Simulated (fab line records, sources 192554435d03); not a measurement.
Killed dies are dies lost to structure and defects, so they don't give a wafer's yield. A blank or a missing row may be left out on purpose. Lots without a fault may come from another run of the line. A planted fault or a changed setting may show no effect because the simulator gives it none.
Chamber matching | flow n5_finfet | N5_STI_FIN_REVEAL_ALD_00 on ald_sin-01: 4 sister chambers
The step deposits SiO2, target thk 1 nm, pulse time 1 s. 18 wafers are shown with their chamber, then 9 later ones without.

WAFERS WITH THEIR CHAMBER
wafer  | chamber | heater_power_w (W) | precursor_pulse_height_rel
L075.1 | 2       | 456                | 1.003
L075.3 | 0       | 417                | 1.005
L075.6 | 0       | 412                | 1.003
L076.1 | 2       | 474                | 1.035
L076.3 | 3       | 420                | 0.958
L076.5 | 0       | 422                | 0.997
L084.4 | 0       | 431                | 0.945
L084.5 | 1       | 547                | 1.025
L084.6 | 2       | 463                | 1.011
L085.2 | 1       | 565                | 0.986
L085.4 | 0       | 421                | 0.968
L085.5 | 2       | 461                | 0.994
L086.1 | 1       | 541                | 0.990
L086.2 | 2       | 474                | 0.959
L086.6 | 2       | 454                | 1.026
L087.1 | 2       | 469                | 1.013
L087.2 | 1       | 548                | 0.969
L087.3 | 3       | 438                | 0.982

SIGNATURES (means of the wafers above)
reading                    | chamber 0 | chamber 1 | chamber 2 | chamber 3 | scatter within a chamber
heater_power_w             | 420.60    | 550.25    | 464.43    | 429.00    | 8.77
precursor_pulse_height_rel | 0.98360   | 0.99250   | 1.00586   | 0.97000   | 0.0244
Rule: a wafer's distance from a chamber is the root of the sum, over the readings, of the square of ((its reading less the chamber's mean) divided by the reading's scatter). The wafer belongs to the nearest chamber; if the next one is less than 2 further off, it can't be placed. The scatter: the root of (the sum of the squares of (reading less its chamber's mean) over the shown wafers, divided by (wafers less chambers)).

WAFERS WITHOUT THEIR CHAMBER
wafer  | heater_power_w (W) | precursor_pulse_height_rel
L088.1 | 415                | 0.976
L088.4 | 425                | 0.999
L088.5 | 413                | 1.001
L090.3 | 416                | 0.972
L090.4 | 413                | 1.013
L090.6 | 457                | 1.033
L092.1 | 463                | 0.955
L092.2 | 553                | 0.983
L092.3 | 418                | 1.009

WHICH CHAMBER EACH WENT THROUGH
wafer  | from the rows above     | in truth
L088.1 | can't be placed: 0 or 3 | 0
L088.4 | can't be placed: 0 or 3 | 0
L088.5 | can't be placed: 0 or 3 | 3
L090.3 | can't be placed: 0 or 3 | 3
L090.4 | can't be placed: 0 or 3 | 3
L090.6 | 2                       | 2
L092.1 | can't be placed: 2 or 3 | 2
L092.2 | 1                       | 1
L092.3 | can't be placed: 0 or 3 | 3
Placed correctly: 2 of 9. Can't be placed from these rows: 7 (the true chamber is among the candidates in 7). Placed wrongly: 0.
